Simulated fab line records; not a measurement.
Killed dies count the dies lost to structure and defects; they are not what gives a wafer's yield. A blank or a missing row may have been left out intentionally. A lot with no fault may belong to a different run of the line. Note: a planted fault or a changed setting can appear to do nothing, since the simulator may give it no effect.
Matching of chambers + flow n5 finfet + N5_BEOL_M12_DESCUM_15 on rie diel-06 has 4 sister chambers
The step chemistry O2, time 7.9 s. 4 wafers are shown with their chamber, then 8 later ones without.

## WAFERS PAIRED WITH THEIR CHAMBERS
| wafer  | chamber | showerhead plenum p Torr (Torr) |
|--------|---------|---------------------------------|
| L080.6 | 0       | 2.22                            |
| L079.5 | 2       | 2.12                            |
| L079.6 | 1       | 2.03                            |
| L090.2 | 3       | 2.17                            |

## WAFERS WITHOUT THEIR CHAMBER
| wafer  | showerhead plenum p Torr (Torr) |
|--------|---------------------------------|
| L090.5 | 2.21                            |
| L090.6 | 2.02                            |
| L095.4 | 2.02                            |
| L095.5 | 2.11                            |
| L095.6 | 2.02                            |
| L094.2 | 2.02                            |
| L094.3 | 2.21                            |
| L094.5 | 2.02                            |

## THE CHAMBER EACH PASSED THROUGH
| wafer  | from the rows above | in truth |
|--------|---------------------|----------|
| L090.5 | 0                   | 0        |
| L090.6 | 1                   | 1        |
| L095.4 | 1                   | 1        |
| L095.5 | 2                   | 2        |
| L095.6 | 1                   | 1        |
| L094.2 | 1                   | 1        |
| L094.3 | 0                   | 0        |
| L094.5 | 1                   | 1        |
8 of 8 placed correctly. Not placeable from these rows: 0. Wrongly placed: 0.
How it was worked out, from the rows above alone: a wafer's distance from a chamber is the root of the sum, over the readings, of the square of ((its reading less the chamber's mean) divided by the reading's scatter). The wafer belongs to the nearest chamber; if the next one is less than 2 further off, it can't be placed. Each chamber's mean is taken over the wafers shown for it. The scatter (one wafer shown for each chamber): square how far every hidden wafer sits from the nearest shown wafer, average those squares and take the square root.
